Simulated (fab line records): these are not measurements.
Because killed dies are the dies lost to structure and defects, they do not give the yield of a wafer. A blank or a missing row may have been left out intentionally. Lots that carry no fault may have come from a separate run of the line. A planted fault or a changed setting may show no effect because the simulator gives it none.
Matching of chambers | flow nandHarc | NHARC_A_ZERO_WELL_DESCUM_12 on rieDiel-12: 4 sister chambers
The step chemistry O2, time 3 s. 8 wafers are shown with their chamber, then 8 later ones without.

== WAFERS WITH THEIR CHAMBER ==
wafer  | chamber | drypumpMotorCurrentA (A) | oesProductAu (a.u.)
L748.2 | 3       | 6.2                      | 0.986
L747.2 | 2       | 5.6                      | 0.993
L747.4 | 0       | 5.9                      | 0.982
L747.5 | 1       | 5.6                      | 1.017
L749.1 | 0       | 5.9                      | 0.990
L749.3 | 1       | 5.7                      | 1.024
L749.4 | 3       | 6.2                      | 1.001
L752.2 | 2       | 5.6                      | 1.000

== WAFERS WITHOUT THEIR CHAMBER ==
wafer  | drypumpMotorCurrentA (A) | oesProductAu (a.u.)
L752.3 | 5.9                      | 1.001
L752.6 | 5.6                      | 1.004
L753.1 | 6.0                      | 0.997
L753.3 | 5.6                      | 0.999
L753.4 | 5.7                      | 1.019
L755.2 | 5.7                      | 1.013
L755.4 | 5.9                      | 0.974
L755.6 | 5.7                      | 0.995

== WHICH CHAMBER EACH ONE RAN IN ==
wafer  | from the rows above     | in truth
L752.3 | 0                       | 0
L752.6 | can't be placed: 2 or 1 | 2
L753.1 | 0                       | 0
L753.3 | 2                       | 2
L753.4 | 1                       | 1
L755.2 | can't be placed: 1 or 2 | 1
L755.4 | 0                       | 0
L755.6 | can't be placed: 2 or 1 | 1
5 of 8 placed correctly. From these rows, 3 cannot be placed; in 3 the true chamber is one of the candidates. Wrongly placed: 0.
How it was worked out, from the rows above alone: a wafer's distance from a chamber is the root of the sum, over the readings, of the square of ((its reading less the chamber's mean) divided by the reading's scatter). The wafer belongs to the nearest chamber; if the next one is less than 2 further off, it can't be placed. For every chamber, the mean is computed from those of its wafers that are shown. The scatter is the square root of a quotient: the sum, over the shown wafers, of each reading's squared deviation from its chamber's mean, divided by wafers minus chambers.
